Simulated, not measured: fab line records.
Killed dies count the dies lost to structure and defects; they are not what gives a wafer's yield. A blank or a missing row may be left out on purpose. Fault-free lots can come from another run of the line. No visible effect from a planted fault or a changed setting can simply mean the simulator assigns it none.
fab line records || flow n5_finfet
record: {"lots": 12, "wafers": 36, "last_day": 17}
route steps=1938 shown BEOL_M14@1760 BEOL_M15@1775
lots that met no fault: taken from a fault-free run of the same line
start_h: start of the lot's first displayed wafer, in hours after the record's first day || wait_h: how many hours have passed since the lot's step before this one || " repeats the value in the row above || L1.1+2: a row that stands for several wafers || - either no value or no given start || * or withheld: withheld || < > ~ a bound
route shown NAME@n: a module of which the file shows steps, and the number in the route of the first || usual: mean/standard deviation of fault-free wafers || same: alike in all rows || chamber/n: place in a boat || sites: each site's reading || _std_site: how widely they spread, as a standard deviation || _edge_site: outer sites' mean less inner sites' || radius_mm: for every site, how far away it sits from the centre of the wafer || mask NAME#n: copy n || behind: the tool/chamber that last shaped the wafer || hold: what put the lot on hold/how long, in hours/how the hold closed || device: transistor that didn't switch, given as n, p or np || end of line: tests run on the same wafers once the route is complete || for a step that has no rows: nothing shown but its recipe || killed: dies that structure and defects cost at the first sort, which is not the same as the wafer's yield || map: per-die view of a wafer (x killed, . not killed, _ where there is no die)
set.NAME: the setting the step ran with; set.NAME@STEP: the setting that earlier step ran with || model.NAME: the simulator's own value behind a step, which no gauge read
one table for each step of the route and one row for each wafer, over a sample of lots
services: a tool's chamber out of use, with start hour (start_h, from the record's first day; less than 0 if before it), hours out, and reason
== steps ==
step: N5_BEOL_M14_DEGAS_41
recipe: {"ambient": "vacuum", "temp_c": 300, "time_s": 60}
usual: {"heater_power_w": "475/50"}
{"lot.wafer": "L423.1", "tool": "pvd_sputter-02", "chamber": "-", "start_h": 262.17, "wait_h": 0.1, "heater_power_w": 425}
{"lot.wafer": "L423.4", "tool": "pvd_sputter-02", "chamber": "-", "start_h": 262.17, "wait_h": 0.1, "heater_power_w": 394}
{"lot.wafer": "L423.5", "tool": "pvd_sputter-02", "chamber": "-", "start_h": 262.17, "wait_h": 0.1, "heater_power_w": 411}
{"lot.wafer": "L425.2", "tool": "pvd_sputter-01", "chamber": "-", "start_h": 262.21, "wait_h": 0.1, "heater_power_w": 560}
{"lot.wafer": "L425.3", "tool": "pvd_sputter-01", "chamber": "-", "start_h": 262.21, "wait_h": 0.1, "heater_power_w": 526}
{"lot.wafer": "L425.4", "tool": "pvd_sputter-01", "chamber": "-", "start_h": 262.21, "wait_h": 0.1, "heater_power_w": 414}
{"lot.wafer": "L427.1", "tool": "pvd_sputter-02", "chamber": "-", "start_h": 264.88, "wait_h": 0.0, "heater_power_w": 446}
{"lot.wafer": "L427.4", "tool": "pvd_sputter-02", "chamber": "-", "start_h": 264.88, "wait_h": 0.0, "heater_power_w": 383}
{"lot.wafer": "L427.6", "tool": "pvd_sputter-02", "chamber": "-", "start_h": 264.88, "wait_h": 0.0, "heater_power_w": 420}
{"lot.wafer": "L424.3", "tool": "pvd_sputter-01", "chamber": "-", "start_h": 266.75, "wait_h": 0.6, "heater_power_w": 474}
{"lot.wafer": "L424.5", "tool": "pvd_sputter-01", "chamber": "-", "start_h": 266.75, "wait_h": 0.6, "heater_power_w": 531}
{"lot.wafer": "L424.6", "tool": "pvd_sputter-01", "chamber": "-", "start_h": 266.75, "wait_h": 0.6, "heater_power_w": 561}
{"lot.wafer": "L428.3", "tool": "pvd_sputter-01", "chamber": "-", "start_h": 284.30, "wait_h": 0.5, "heater_power_w": 464}
{"lot.wafer": "L428.4", "tool": "pvd_sputter-01", "chamber": "-", "start_h": 284.30, "wait_h": 0.5, "heater_power_w": 418}
{"lot.wafer": "L428.5", "tool": "pvd_sputter-01", "chamber": "-", "start_h": 284.30, "wait_h": 0.5, "heater_power_w": 452}
{"lot.wafer": "L429.3", "tool": "pvd_sputter-03", "chamber": "-", "start_h": 293.27, "wait_h": 0.5, "heater_power_w": 493}
{"lot.wafer": "L429.5", "tool": "pvd_sputter-03", "chamber": "-", "start_h": 293.27, "wait_h": 0.5, "heater_power_w": 539}
{"lot.wafer": "L429.6", "tool": "pvd_sputter-03", "chamber": "-", "start_h": 293.27, "wait_h": 0.5, "heater_power_w": 509}
{"lot.wafer": "L431.1", "tool": "pvd_sputter-03", "chamber": "-", "start_h": 300.96, "wait_h": 0.6, "heater_power_w": 451}
{"lot.wafer": "L431.4", "tool": "pvd_sputter-03", "chamber": "-", "start_h": 300.96, "wait_h": 0.6, "heater_power_w": 548}
{"lot.wafer": "L431.5", "tool": "pvd_sputter-03", "chamber": "-", "start_h": 300.96, "wait_h": 0.6, "heater_power_w": 495}
{"lot.wafer": "L434.1", "tool": "pvd_sputter-02", "chamber": "-", "start_h": 317.83, "wait_h": 0.3, "heater_power_w": 407}
{"lot.wafer": "L434.5", "tool": "pvd_sputter-02", "chamber": "-", "start_h": 317.83, "wait_h": 0.3, "heater_power_w": 452}
{"lot.wafer": "L434.6", "tool": "pvd_sputter-02", "chamber": "-", "start_h": 317.83, "wait_h": 0.3, "heater_power_w": 415}
{"lot.wafer": "L437.1", "tool": "pvd_sputter-03", "chamber": "-", "start_h": 342.76, "wait_h": 0.6, "heater_power_w": 432}
{"lot.wafer": "L437.4", "tool": "pvd_sputter-03", "chamber": "-", "start_h": 342.76, "wait_h": 0.6, "heater_power_w": 506}
{"lot.wafer": "L437.6", "tool": "pvd_sputter-03", "chamber": "-", "start_h": 342.76, "wait_h": 0.6, "heater_power_w": 542}
{"lot.wafer": "L438.2", "tool": "pvd_sputter-01", "chamber": "-", "start_h": 349.51, "wait_h": 0.3, "heater_power_w": 551}
{"lot.wafer": "L438.3", "tool": "pvd_sputter-01", "chamber": "-", "start_h": 349.51, "wait_h": 0.3, "heater_power_w": 434}
{"lot.wafer": "L438.6", "tool": "pvd_sputter-01", "chamber": "-", "start_h": 349.51, "wait_h": 0.3, "heater_power_w": 538}
{"lot.wafer": "L440.2", "tool": "pvd_sputter-02", "chamber": "-", "start_h": 363.67, "wait_h": 0.3, "heater_power_w": 395}
{"lot.wafer": "L440.4", "tool": "pvd_sputter-02", "chamber": "-", "start_h": 363.67, "wait_h": 0.3, "heater_power_w": 497}
{"lot.wafer": "L440.5", "tool": "pvd_sputter-02", "chamber": "-", "start_h": 363.67, "wait_h": 0.3, "heater_power_w": 467}
{"lot.wafer": "L442.1", "tool": "pvd_sputter-03", "chamber": "-", "start_h": 375.79, "wait_h": 0.1, "heater_power_w": 441}
{"lot.wafer": "L442.3", "tool": "pvd_sputter-03", "chamber": "-", "start_h": 375.79, "wait_h": 0.1, "heater_power_w": 542}
{"lot.wafer": "L442.4", "tool": "pvd_sputter-03", "chamber": "-", "start_h": 375.79, "wait_h": 0.1, "heater_power_w": 483}
step: N5_BEOL_M14_RS_MEAS_54
recipe: {"thk_meas_gauge": "four-point-probe", "reads": "Cu_of_BEOL_M14_ECD_47+Ta_of_BEOL_M14_SPUTTER_44+TaN_of_BEOL_M14_SPUTTER_43"}
usual: {"M14_RS": "0.0333/0.00037"}
{"lot.wafer": "L423.1", "tool": "film_metro-02", "chamber": "-", "start_h": 263.44, "wait_h": 0.0, "M14_RS[ohm/sq]": 0.0336}
{"lot.wafer": "L423.4", "tool": "film_metro-02", "chamber": "-", "start_h": 263.44, "wait_h": 0.0, "M14_RS[ohm/sq]": 0.0335}
{"lot.wafer": "L423.5", "tool": "film_metro-02", "chamber": "-", "start_h": 263.44, "wait_h": 0.0, "M14_RS[ohm/sq]": 0.0336}
{"lot.wafer": "L425.2", "tool": "film_metro-02", "chamber": "-", "start_h": 263.70, "wait_h": 0.1, "M14_RS[ohm/sq]": 0.0326}
{"lot.wafer": "L425.3", "tool": "film_metro-02", "chamber": "-", "start_h": 263.70, "wait_h": 0.1, "M14_RS[ohm/sq]": 0.0329}
{"lot.wafer": "L425.4", "tool": "film_metro-02", "chamber": "-", "start_h": 263.70, "wait_h": 0.1, "M14_RS[ohm/sq]": 0.0335}
{"lot.wafer": "L427.1", "tool": "film_metro-01", "chamber": "-", "start_h": 266.24, "wait_h": 0.0, "M14_RS[ohm/sq]": 0.0330}
{"lot.wafer": "L427.4", "tool": "film_metro-01", "chamber": "-", "start_h": 266.24, "wait_h": 0.0, "M14_RS[ohm/sq]": 0.0340}
{"lot.wafer": "L427.6", "tool": "film_metro-01", "chamber": "-", "start_h": 266.24, "wait_h": 0.0, "M14_RS[ohm/sq]": 0.0330}
{"lot.wafer": "L424.3", "tool": "film_metro-01", "chamber": "-", "start_h": 268.49, "wait_h": 0.1, "M14_RS[ohm/sq]": 0.0325}
{"lot.wafer": "L424.5", "tool": "film_metro-01", "chamber": "-", "start_h": 268.49, "wait_h": 0.1, "M14_RS[ohm/sq]": 0.0328}
{"lot.wafer": "L424.6", "tool": "film_metro-01", "chamber": "-", "start_h": 268.49, "wait_h": 0.1, "M14_RS[ohm/sq]": 0.0336}
{"lot.wafer": "L428.3", "tool": "film_metro-01", "chamber": "-", "start_h": 285.56, "wait_h": 0.1, "M14_RS[ohm/sq]": 0.0336}
{"lot.wafer": "L428.4", "tool": "film_metro-01", "chamber": "-", "start_h": 285.56, "wait_h": 0.1, "M14_RS[ohm/sq]": 0.0333}
{"lot.wafer": "L428.5", "tool": "film_metro-01", "chamber": "-", "start_h": 285.56, "wait_h": 0.1, "M14_RS[ohm/sq]": 0.0332}
{"lot.wafer": "L429.3", "tool": "film_metro-01", "chamber": "-", "start_h": 294.65, "wait_h": 0.1, "M14_RS[ohm/sq]": 0.0334}
{"lot.wafer": "L429.5", "tool": "film_metro-01", "chamber": "-", "start_h": 294.65, "wait_h": 0.1, "M14_RS[ohm/sq]": 0.0332}
{"lot.wafer": "L429.6", "tool": "film_metro-01", "chamber": "-", "start_h": 294.65, "wait_h": 0.1, "M14_RS[ohm/sq]": 0.0331}
{"lot.wafer": "L431.1", "tool": "film_metro-01", "chamber": "-", "start_h": 302.27, "wait_h": 0.1, "M14_RS[ohm/sq]": 0.0329}
{"lot.wafer": "L431.4", "tool": "film_metro-01", "chamber": "-", "start_h": 302.27, "wait_h": 0.1, "M14_RS[ohm/sq]": 0.0336}
{"lot.wafer": "L431.5", "tool": "film_metro-01", "chamber": "-", "start_h": 302.27, "wait_h": 0.1, "M14_RS[ohm/sq]": 0.0328}
{"lot.wafer": "L434.1", "tool": "film_metro-02", "chamber": "-", "start_h": 319.13, "wait_h": 0.1, "M14_RS[ohm/sq]": 0.0336}
{"lot.wafer": "L434.5", "tool": "film_metro-02", "chamber": "-", "start_h": 319.13, "wait_h": 0.1, "M14_RS[ohm/sq]": 0.0332}
{"lot.wafer": "L434.6", "tool": "film_metro-02", "chamber": "-", "start_h": 319.13, "wait_h": 0.1, "M14_RS[ohm/sq]": 0.0332}
{"lot.wafer": "L437.1", "tool": "film_metro-02", "chamber": "-", "start_h": 344.03, "wait_h": 0.0, "M14_RS[ohm/sq]": 0.0334}
{"lot.wafer": "L437.4", "tool": "film_metro-02", "chamber": "-", "start_h": 344.03, "wait_h": 0.0, "M14_RS[ohm/sq]": 0.0335}
{"lot.wafer": "L437.6", "tool": "film_metro-02", "chamber": "-", "start_h": 344.03, "wait_h": 0.0, "M14_RS[ohm/sq]": 0.0333}
{"lot.wafer": "L438.2", "tool": "film_metro-02", "chamber": "-", "start_h": 351.61, "wait_h": 0.1, "M14_RS[ohm/sq]": 0.0340}
{"lot.wafer": "L438.3", "tool": "film_metro-02", "chamber": "-", "start_h": 351.61, "wait_h": 0.1, "M14_RS[ohm/sq]": 0.0336}
{"lot.wafer": "L438.6", "tool": "film_metro-02", "chamber": "-", "start_h": 351.61, "wait_h": 0.1, "M14_RS[ohm/sq]": 0.0331}
{"lot.wafer": "L440.2", "tool": "film_metro-02", "chamber": "-", "start_h": 365.39, "wait_h": 0.1, "M14_RS[ohm/sq]": 0.0328}
{"lot.wafer": "L440.4", "tool": "film_metro-02", "chamber": "-", "start_h": 365.39, "wait_h": 0.1, "M14_RS[ohm/sq]": 0.0328}
{"lot.wafer": "L440.5", "tool": "film_metro-02", "chamber": "-", "start_h": 365.39, "wait_h": 0.1, "M14_RS[ohm/sq]": 0.0334}
{"lot.wafer": "L442.1", "tool": "film_metro-02", "chamber": "-", "start_h": 377.40, "wait_h": 0.0, "M14_RS[ohm/sq]": 0.0336}
{"lot.wafer": "L442.3", "tool": "film_metro-02", "chamber": "-", "start_h": 377.40, "wait_h": 0.0, "M14_RS[ohm/sq]": 0.0332}
{"lot.wafer": "L442.4", "tool": "film_metro-02", "chamber": "-", "start_h": 377.40, "wait_h": 0.0, "M14_RS[ohm/sq]": 0.0329}
step: N5_BEOL_M15_COAT_58
recipe: {"resist": "BARC", "temp_c": 205, "time_s": 60, "spin_rpm": 1500, "resist_thk_nm": 89}
usual: {"heater_power_total_W": "391.8/1.4", "spin_speed_rpm": "1500.1/1.1"}
{"lot.wafer": "L423.1", "tool": "litho_track-05", "chamber": 0, "start_h": 263.79, "wait_h": 0.0, "heater_power_total_W": 390.3, "spin_speed_rpm": 1500.3}
{"lot.wafer": "L423.4", "tool": "litho_track-05", "chamber": 0, "start_h": 263.79, "wait_h": 0.0, "heater_power_total_W": 389.5, "spin_speed_rpm": 1500.9}
{"lot.wafer": "L423.5", "tool": "litho_track-05", "chamber": 0, "start_h": 263.79, "wait_h": 0.0, "heater_power_total_W": 389.7, "spin_speed_rpm": 1501.4}
{"lot.wafer": "L425.2", "tool": "litho_track-04", "chamber": 0, "start_h": 264.04, "wait_h": 0.0, "heater_power_total_W": 391.5, "spin_speed_rpm": 1499.0}
{"lot.wafer": "L425.3", "tool": "litho_track-04", "chamber": 0, "start_h": 264.04, "wait_h": 0.0, "heater_power_total_W": 392.6, "spin_speed_rpm": 1499.2}
{"lot.wafer": "L425.4", "tool": "litho_track-04", "chamber": 0, "start_h": 264.04, "wait_h": 0.0, "heater_power_total_W": 391.2, "spin_speed_rpm": 1501.3}
{"lot.wafer": "L427.1", "tool": "litho_track-04", "chamber": 0, "start_h": 266.58, "wait_h": 0.0, "heater_power_total_W": 392.2, "spin_speed_rpm": 1498.7}
{"lot.wafer": "L427.4", "tool": "litho_track-04", "chamber": 0, "start_h": 266.58, "wait_h": 0.0, "heater_power_total_W": 391.3, "spin_speed_rpm": 1500.6}
{"lot.wafer": "L427.6", "tool": "litho_track-04", "chamber": 0, "start_h": 266.58, "wait_h": 0.0, "heater_power_total_W": 390.5, "spin_speed_rpm": 1500.1}
{"lot.wafer": "L424.3", "tool": "litho_track-04", "chamber": 0, "start_h": 268.83, "wait_h": 0.0, "heater_power_total_W": 390.7, "spin_speed_rpm": 1498.8}
{"lot.wafer": "L424.5", "tool": "litho_track-04", "chamber": 0, "start_h": 268.83, "wait_h": 0.0, "heater_power_total_W": 392.2, "spin_speed_rpm": 1498.1}
{"lot.wafer": "L424.6", "tool": "litho_track-04", "chamber": 0, "start_h": 268.83, "wait_h": 0.0, "heater_power_total_W": 390.5, "spin_speed_rpm": 1499.2}
{"lot.wafer": "L428.3", "tool": "litho_track-04", "chamber": 0, "start_h": 285.91, "wait_h": 0.0, "heater_power_total_W": 390.2, "spin_speed_rpm": 1361.2}
{"lot.wafer": "L428.4", "tool": "litho_track-04", "chamber": 0, "start_h": 285.91, "wait_h": 0.0, "heater_power_total_W": 393.8, "spin_speed_rpm": 1362.6}
{"lot.wafer": "L428.5", "tool": "litho_track-04", "chamber": 0, "start_h": 285.91, "wait_h": 0.0, "heater_power_total_W": 393.4, "spin_speed_rpm": 1362.1}
{"lot.wafer": "L429.3", "tool": "litho_track-05", "chamber": 0, "start_h": 295.00, "wait_h": 0.0, "heater_power_total_W": 390.1, "spin_speed_rpm": 1501.2}
{"lot.wafer": "L429.5", "tool": "litho_track-05", "chamber": 0, "start_h": 295.00, "wait_h": 0.0, "heater_power_total_W": 389.5, "spin_speed_rpm": 1499.5}
{"lot.wafer": "L429.6", "tool": "litho_track-05", "chamber": 0, "start_h": 295.00, "wait_h": 0.0, "heater_power_total_W": 393.0, "spin_speed_rpm": 1499.3}
{"lot.wafer": "L431.1", "tool": "litho_track-04", "chamber": 0, "start_h": 302.73, "wait_h": 0.0, "heater_power_total_W": 390.1, "spin_speed_rpm": 1361.6}
{"lot.wafer": "L431.4", "tool": "litho_track-04", "chamber": 0, "start_h": 302.73, "wait_h": 0.0, "heater_power_total_W": 392.5, "spin_speed_rpm": 1360.5}
{"lot.wafer": "L431.5", "tool": "litho_track-04", "chamber": 0, "start_h": 302.73, "wait_h": 0.0, "heater_power_total_W": 391.4, "spin_speed_rpm": 1358.9}
{"lot.wafer": "L434.1", "tool": "litho_track-03", "chamber": 0, "start_h": 319.47, "wait_h": 0.0, "heater_power_total_W": 393.5, "spin_speed_rpm": 1499.3}
{"lot.wafer": "L434.5", "tool": "litho_track-03", "chamber": 0, "start_h": 319.47, "wait_h": 0.0, "heater_power_total_W": 393.2, "spin_speed_rpm": 1499.6}
{"lot.wafer": "L434.6", "tool": "litho_track-03", "chamber": 0, "start_h": 319.47, "wait_h": 0.0, "heater_power_total_W": 394.1, "spin_speed_rpm": 1498.1}
{"lot.wafer": "L437.1", "tool": "litho_track-03", "chamber": 0, "start_h": 344.37, "wait_h": 0.0, "heater_power_total_W": 390.3, "spin_speed_rpm": 1499.7}
{"lot.wafer": "L437.4", "tool": "litho_track-03", "chamber": 0, "start_h": 344.37, "wait_h": 0.0, "heater_power_total_W": 393.3, "spin_speed_rpm": 1498.5}
{"lot.wafer": "L437.6", "tool": "litho_track-03", "chamber": 0, "start_h": 344.37, "wait_h": 0.0, "heater_power_total_W": 393.6, "spin_speed_rpm": 1498.6}
{"lot.wafer": "L438.2", "tool": "litho_track-03", "chamber": 0, "start_h": 351.95, "wait_h": 0.0, "heater_power_total_W": 393.6, "spin_speed_rpm": 1501.0}
{"lot.wafer": "L438.3", "tool": "litho_track-03", "chamber": 0, "start_h": 351.95, "wait_h": 0.0, "heater_power_total_W": 391.7, "spin_speed_rpm": 1500.8}
{"lot.wafer": "L438.6", "tool": "litho_track-03", "chamber": 0, "start_h": 351.95, "wait_h": 0.0, "heater_power_total_W": 393.1, "spin_speed_rpm": 1500.3}
{"lot.wafer": "L440.2", "tool": "litho_track-04", "chamber": 0, "start_h": 365.74, "wait_h": 0.0, "heater_power_total_W": 390.6, "spin_speed_rpm": 1500.2}
{"lot.wafer": "L440.4", "tool": "litho_track-04", "chamber": 0, "start_h": 365.74, "wait_h": 0.0, "heater_power_total_W": 389.6, "spin_speed_rpm": 1500.4}
{"lot.wafer": "L440.5", "tool": "litho_track-04", "chamber": 0, "start_h": 365.74, "wait_h": 0.0, "heater_power_total_W": 392.7, "spin_speed_rpm": 1500.1}
{"lot.wafer": "L442.1", "tool": "litho_track-04", "chamber": 0, "start_h": 377.74, "wait_h": 0.0, "heater_power_total_W": 393.1, "spin_speed_rpm": 1499.0}
{"lot.wafer": "L442.3", "tool": "litho_track-04", "chamber": 0, "start_h": 377.74, "wait_h": 0.0, "heater_power_total_W": 393.9, "spin_speed_rpm": 1500.6}
{"lot.wafer": "L442.4", "tool": "litho_track-04", "chamber": 0, "start_h": 377.74, "wait_h": 0.0, "heater_power_total_W": 389.9, "spin_speed_rpm": 1500.4}
step: N5_BEOL_M15_CD_MEAS_10
recipe: {"target_cd_nm": 360, "landing_energy_ev": 500, "detector": "se_inlens", "polarity": "opening"}
usual: {"cd_nm": "360.8/1.3"}
{"lot.wafer": "L423.1", "tool": "cd_sem-02", "chamber": 0, "start_h": 264.18, "wait_h": "-", "cd_nm": 362.7}
{"lot.wafer": "L423.4", "tool": "cd_sem-02", "chamber": 0, "start_h": 264.18, "wait_h": "-", "cd_nm": 361.6}
{"lot.wafer": "L423.5", "tool": "cd_sem-02", "chamber": 0, "start_h": 264.18, "wait_h": "-", "cd_nm": 362.3}
{"lot.wafer": "L425.2", "tool": "cd_sem-02", "chamber": 0, "start_h": 264.44, "wait_h": "-", "cd_nm": 360.0}
{"lot.wafer": "L425.3", "tool": "cd_sem-02", "chamber": 0, "start_h": 264.44, "wait_h": "-", "cd_nm": 362.0}
{"lot.wafer": "L425.4", "tool": "cd_sem-02", "chamber": 0, "start_h": 264.44, "wait_h": "-", "cd_nm": 360.9}
{"lot.wafer": "L427.1", "tool": "cd_sem-02", "chamber": 0, "start_h": 266.86, "wait_h": "-", "cd_nm": 359.1}
{"lot.wafer": "L427.4", "tool": "cd_sem-02", "chamber": 0, "start_h": 266.86, "wait_h": "-", "cd_nm": 358.2}
{"lot.wafer": "L427.6", "tool": "cd_sem-02", "chamber": 0, "start_h": 266.86, "wait_h": "-", "cd_nm": 360.9}
{"lot.wafer": "L424.3", "tool": "cd_sem-03", "chamber": 0, "start_h": 269.23, "wait_h": "-", "cd_nm": 359.5}
{"lot.wafer": "L424.5", "tool": "cd_sem-03", "chamber": 0, "start_h": 269.23, "wait_h": "-", "cd_nm": 358.9}
{"lot.wafer": "L424.6", "tool": "cd_sem-03", "chamber": 0, "start_h": 269.23, "wait_h": "-", "cd_nm": 360.3}
{"lot.wafer": "L428.3", "tool": "cd_sem-03", "chamber": 0, "start_h": 286.31, "wait_h": "-", "cd_nm": 361.5}
{"lot.wafer": "L428.4", "tool": "cd_sem-03", "chamber": 0, "start_h": 286.31, "wait_h": "-", "cd_nm": 360.8}
{"lot.wafer": "L428.5", "tool": "cd_sem-03", "chamber": 0, "start_h": 286.31, "wait_h": "-", "cd_nm": 361.0}
{"lot.wafer": "L429.3", "tool": "cd_sem-02", "chamber": 0, "start_h": 295.27, "wait_h": "-", "cd_nm": 363.3}
{"lot.wafer": "L429.5", "tool": "cd_sem-02", "chamber": 0, "start_h": 295.27, "wait_h": "-", "cd_nm": 364.2}
{"lot.wafer": "L429.6", "tool": "cd_sem-02", "chamber": 0, "start_h": 295.27, "wait_h": "-", "cd_nm": 363.6}
{"lot.wafer": "L431.1", "tool": "cd_sem-03", "chamber": 0, "start_h": 303.12, "wait_h": "-", "cd_nm": 360.6}
{"lot.wafer": "L431.4", "tool": "cd_sem-03", "chamber": 0, "start_h": 303.12, "wait_h": "-", "cd_nm": 360.5}
{"lot.wafer": "L431.5", "tool": "cd_sem-03", "chamber": 0, "start_h": 303.12, "wait_h": "-", "cd_nm": 359.5}
{"lot.wafer": "L434.1", "tool": "cd_sem-03", "chamber": 0, "start_h": 319.87, "wait_h": "-", "cd_nm": 360.3}
{"lot.wafer": "L434.5", "tool": "cd_sem-03", "chamber": 0, "start_h": 319.87, "wait_h": "-", "cd_nm": 360.2}
{"lot.wafer": "L434.6", "tool": "cd_sem-03", "chamber": 0, "start_h": 319.87, "wait_h": "-", "cd_nm": 362.1}
{"lot.wafer": "L437.1", "tool": "cd_sem-02", "chamber": 0, "start_h": 344.77, "wait_h": "-", "cd_nm": 360.2}
{"lot.wafer": "L437.4", "tool": "cd_sem-02", "chamber": 0, "start_h": 344.77, "wait_h": "-", "cd_nm": 362.2}
{"lot.wafer": "L437.6", "tool": "cd_sem-02", "chamber": 0, "start_h": 344.77, "wait_h": "-", "cd_nm": 361.5}
{"lot.wafer": "L438.2", "tool": "cd_sem-02", "chamber": 0, "start_h": 352.22, "wait_h": "-", "cd_nm": 359.2}
{"lot.wafer": "L438.3", "tool": "cd_sem-02", "chamber": 0, "start_h": 352.22, "wait_h": "-", "cd_nm": 359.5}
{"lot.wafer": "L438.6", "tool": "cd_sem-02", "chamber": 0, "start_h": 352.22, "wait_h": "-", "cd_nm": 358.7}
{"lot.wafer": "L440.2", "tool": "cd_sem-03", "chamber": 0, "start_h": 366.01, "wait_h": "-", "cd_nm": 361.5}
{"lot.wafer": "L440.4", "tool": "cd_sem-03", "chamber": 0, "start_h": 366.01, "wait_h": "-", "cd_nm": 362.3}
{"lot.wafer": "L440.5", "tool": "cd_sem-03", "chamber": 0, "start_h": 366.01, "wait_h": "-", "cd_nm": 361.4}
{"lot.wafer": "L442.1", "tool": "cd_sem-03", "chamber": 0, "start_h": 378.14, "wait_h": "-", "cd_nm": 361.1}
{"lot.wafer": "L442.3", "tool": "cd_sem-03", "chamber": 0, "start_h": 378.14, "wait_h": "-", "cd_nm": 361.3}
{"lot.wafer": "L442.4", "tool": "cd_sem-03", "chamber": 0, "start_h": 378.14, "wait_h": "-", "cd_nm": 360.9}
== services ==
{"tool": "pvd_sputter-01", "chamber": "-", "start_h": 300.26, "hours": 1.2, "kind": "repair"}
{"tool": "litho_track-04", "chamber": "-", "start_h": 318.41, "hours": "-", "kind": "consumable_replace:filter"}
{"tool": "pvd_sputter-01", "chamber": "-", "start_h": 330.77, "hours": 4.0, "kind": "repair"}
{"tool": "litho_track-03", "chamber": "-", "start_h": 369.86, "hours": "-", "kind": "consumable_replace:filter"}
== key ==
first_sign: {"step": "N5_BEOL_M15_COAT_58", "reading": "spin_speed_rpm", "direction": "down", "sigmas": "99+", "usual": "*", "struck": "*"}
effect none on later readings
met_at N5_BEOL_M15_COAT_58
struck_lots L428,L431
not_acting_at N5_BEOL_M14_DEGAS_41,N5_BEOL_M14_RS_MEAS_54,N5_BEOL_M15_CD_MEAS_10
onset_between 268.83 285.91
fault: {"kind": "process_parameter_drift", "tool": "litho_track-04", "chamber": "-", "onset_h": 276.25, "steps": "N5_BEOL_M15_COAT_58", "channel": "spin_rpm", "offset": "*", "shape": "step", "end_h": 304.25, "acts_in": "*", "stated": "*"}
